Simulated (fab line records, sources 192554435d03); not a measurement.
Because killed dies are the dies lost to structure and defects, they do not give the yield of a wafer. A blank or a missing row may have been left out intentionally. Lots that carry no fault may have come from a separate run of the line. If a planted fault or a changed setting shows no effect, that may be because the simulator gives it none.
Split-lot trial | flow n5_finfet | 7 lots, 39 wafers read, on a route of 1938 steps

## SPLIT DETAILS
At N5_FIN_SAQP_ALD_61 (deposits SiO2, target thk 4 nm, pulse time 1 s, purge time 2 s), the setting ald_cycles was moved away from the recipe's 43 on 12 of the 39 wafers read, by -48.8% to -25.6%. All remaining wafers had this setting at the recipe value.

The split's own step is where the reading is taken.

## THE READING
SiO2_of_FIN_SAQP_ALD_61.thk_nm (the simulator's own value, which no gauge read), in nm, at N5_FIN_SAQP_ALD_61 (deposits SiO2, target thk 4 nm, pulse time 1 s, purge time 2 s). The file gives no usual value for it. Average 3.999 nm, standard deviation 0.019 nm, over the 27 wafers here run with the recipe.

wafer  | tool, chamber at the split | ald_cycles as run | against the recipe | SiO2_of_FIN_SAQP_ALD_61.thk_nm, nm | against lot-mates on the recipe
L076.1 | ald_sin-01, 0              | 32                | -25.6%             | 2.981                              | -1.022
L076.2 | ald_sin-01, 2              | 43                | recipe             | 4.014                              | -
L076.3 | ald_sin-01, 3              | 43                | recipe             | 4.002                              | -
L076.4 | ald_sin-01, 1              | 43                | recipe             | 3.994                              | -
L076.5 | ald_sin-01, 3              | 32                | -25.6%             | 2.971                              | -1.032
L076.6 | ald_sin-01, 0              | 32                | -25.6%             | 3.003                              | -1.000
L078.1 | ald_sin-02, 3              | 43                | recipe             | 3.999                              | -
L078.2 | ald_sin-02, 1              | 24                | -44.2%             | 2.223                              | -1.791
L078.3 | ald_sin-02, 0              | 43                | recipe             | 4.002                              | -
L078.4 | ald_sin-02, 2              | 43                | recipe             | 4.041                              | -
L078.5 | ald_sin-02, 2              | 24                | -44.2%             | 2.271                              | -1.743
L078.6 | ald_sin-02, 1              | 24                | -44.2%             | 2.23                               | -1.784
L084.1 | ald_sin-01, 0              | 43                | recipe             | 3.998                              | -
L084.2 | ald_sin-01, 2              | 43                | recipe             | 4.031                              | -
L084.6 | ald_sin-01, 2              | 43                | recipe             | 4.035                              | -
L087.1 | ald_sin-02, 0              | 24                | -44.2%             | 2.227                              | -1.774
L087.2 | ald_sin-02, 3              | 24                | -44.2%             | 2.258                              | -1.743
L087.3 | ald_sin-02, 2              | 24                | -44.2%             | 2.247                              | -1.754
L087.4 | ald_sin-02, 1              | 43                | recipe             | 4.014                              | -
L087.5 | ald_sin-02, 1              | 43                | recipe             | 3.998                              | -
L087.6 | ald_sin-02, 0              | 43                | recipe             | 3.991                              | -
L093.1 | ald_sin-01, 1              | 43                | recipe             | 3.98                               | -
L093.2 | ald_sin-01, 2              | 43                | recipe             | 3.994                              | -
L093.3 | ald_sin-01, 0              | 43                | recipe             | 3.974                              | -
L093.4 | ald_sin-01, 3              | 43                | recipe             | 3.985                              | -
L093.5 | ald_sin-01, 2              | 43                | recipe             | 4.001                              | -
L093.6 | ald_sin-01, 3              | 43                | recipe             | 3.982                              | -
L096.1 | ald_sin-01, 1              | 22                | -48.8%             | 2.021                              | -1.969
L096.2 | ald_sin-01, 3              | 22                | -48.8%             | 2.022                              | -1.968
L096.3 | ald_sin-01, 0              | 43                | recipe             | 3.976                              | -
L096.4 | ald_sin-01, 2              | 43                | recipe             | 4.028                              | -
L096.5 | ald_sin-01, 1              | 43                | recipe             | 3.967                              | -
L096.6 | ald_sin-01, 0              | 22                | -48.8%             | 2.019                              | -1.971
L097.1 | ald_sin-02, 3              | 43                | recipe             | 4.018                              | -
L097.2 | ald_sin-02, 2              | 43                | recipe             | 3.986                              | -
L097.3 | ald_sin-02, 1              | 43                | recipe             | 3.982                              | -
L097.4 | ald_sin-02, 0              | 43                | recipe             | 3.975                              | -
L097.5 | ald_sin-02, 2              | 43                | recipe             | 4.002                              | -
L097.6 | ald_sin-02, 3              | 43                | recipe             | 3.994                              | -

FIT RESULTS
A straight line over all 39 wafers: SiO2_of_FIN_SAQP_ALD_61.thk_nm changes by +0.04 nm for each +1% of ald_cycles; r = +1.00; the points scatter about the line by 0.02 nm.
The same after taking each lot's own level away (the mean of its wafers on the recipe; 39 wafers): +0.0401 nm for each +1%; r = +1.00; scatter 0.016 nm.
On that fit, the largest move of ald_cycles shifts the reading by 2 nm.
The lots' own levels span 3.9860 to 4.0213 nm, that is 1.8 times the standard deviation above.
Hence the lot-to-lot level has little effect on the slope; both slopes agree.
Check: with one of the wafers moved furthest among these (-48.8%) left out of the fit, the line predicts -1.95 nm for it against its lot-mates. It came out at -1.97 nm against them.

## FILE'S OWN FIT
SiO2_of_FIN_SAQP_ALD_61.thk_nm changes by +0.0401 nm for each +1% of ald_cycles, r = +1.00.
